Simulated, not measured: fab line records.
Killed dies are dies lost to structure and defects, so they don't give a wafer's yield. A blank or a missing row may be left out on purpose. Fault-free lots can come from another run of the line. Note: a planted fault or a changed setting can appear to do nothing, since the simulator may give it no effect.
Split-lot study -- flow n5-finfet -- 21 wafers read from 7 lots, route of 1938 steps

## ABOUT THE SPLIT
At N5_BEOL_M15_SPUTTER_43 (material TaN, target thk 15 nm, time 24.19 s), the setting power-w was moved away from the recipe's 15000 W on 7 of the 21 wafers read, by -8.7% to +15.5%. All remaining wafers had this setting at the recipe value.

The reading comes from the split's own step.

## THE READING
TaN_of_BEOL_M15_SPUTTER_43.thk-nm (the simulator's own value, which no gauge read), in nm, at N5_BEOL_M15_SPUTTER_43 (material TaN, target thk 15 nm, time 24.19 s). The file gives no usual value for it. Across the 14 wafers here that went through the recipe, the average is 15.0 nm and the standard deviation 0.17 nm.

wafer,"tool, chamber at the split","power-w as run, W",against the recipe,"TaN_of_BEOL_M15_SPUTTER_43.thk-nm, nm",against lot-mates on the recipe
L074.3,"pvd-sputter-01, -",15000,recipe,15,-
L074.4,"pvd-sputter-01, -",15000,recipe,15,-
L074.6,"pvd-sputter-01, -",15000,recipe,14.8,-
L075.2,"pvd-sputter-02, -",15000,recipe,15,-
L075.3,"pvd-sputter-02, -",13690,-8.7%,13.4,-1.6
L075.5,"pvd-sputter-02, -",13690,-8.7%,13.6,-1.4
L083.2,"pvd-sputter-01, -",15000,recipe,14.8,-
L083.4,"pvd-sputter-01, -",15000,recipe,14.8,-
L083.3,"pvd-sputter-01, -",14070,-6.2%,13.8,-1.0
L088.2,"pvd-sputter-03, -",15000,recipe,15.2,-
L088.3,"pvd-sputter-03, -",15000,recipe,15.4,-
L088.5,"pvd-sputter-03, -",15000,recipe,15,-
L091.3,"pvd-sputter-01, -",15000,recipe,15,-
L091.4,"pvd-sputter-01, -",13960,-6.9%,13.8,-1.3
L091.5,"pvd-sputter-01, -",15000,recipe,15.2,-
L096.1,"pvd-sputter-01, -",17330,+15.5%,17,no lot-mate on the recipe
L096.2,"pvd-sputter-01, -",17330,+15.5%,17.2,no lot-mate on the recipe
L096.3,"pvd-sputter-01, -",17330,+15.5%,17.4,no lot-mate on the recipe
L097.2,"pvd-sputter-01, -",15000,recipe,15,-
L097.4,"pvd-sputter-01, -",15000,recipe,15,-
L097.3,"pvd-sputter-01, -",15000,recipe,14.8,-

FIT RESULTS
A straight line over all 21 wafers: TaN_of_BEOL_M15_SPUTTER_43.thk-nm changes by +0.151 nm for each +1% of power-w; r = +0.99; the points scatter about the line by 0.19 nm.
The same after taking each lot's own level away (the mean of its wafers on the recipe; 18 wafers): +0.173 nm for each +1%; r = +0.98; scatter 0.11 nm.
That fit puts the effect of the largest move of power-w on the reading at 2.7 nm.
Across the lots, their own levels run from 14.80 to 15.20 nm, a range of 2.4 times the standard deviation given above.
So the slope is not independent of the lot-to-lot level: the two fits are not the same.
Check: with one of the wafers moved furthest among these (-8.7%) left out of the fit, the line predicts -1.47 nm for it against its lot-mates. It came out at -1.6 nm against them.

## THE FILE'S OWN FIT
TaN_of_BEOL_M15_SPUTTER_43.thk-nm changes by +0.174 nm for each +1% of power-w, r = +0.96.
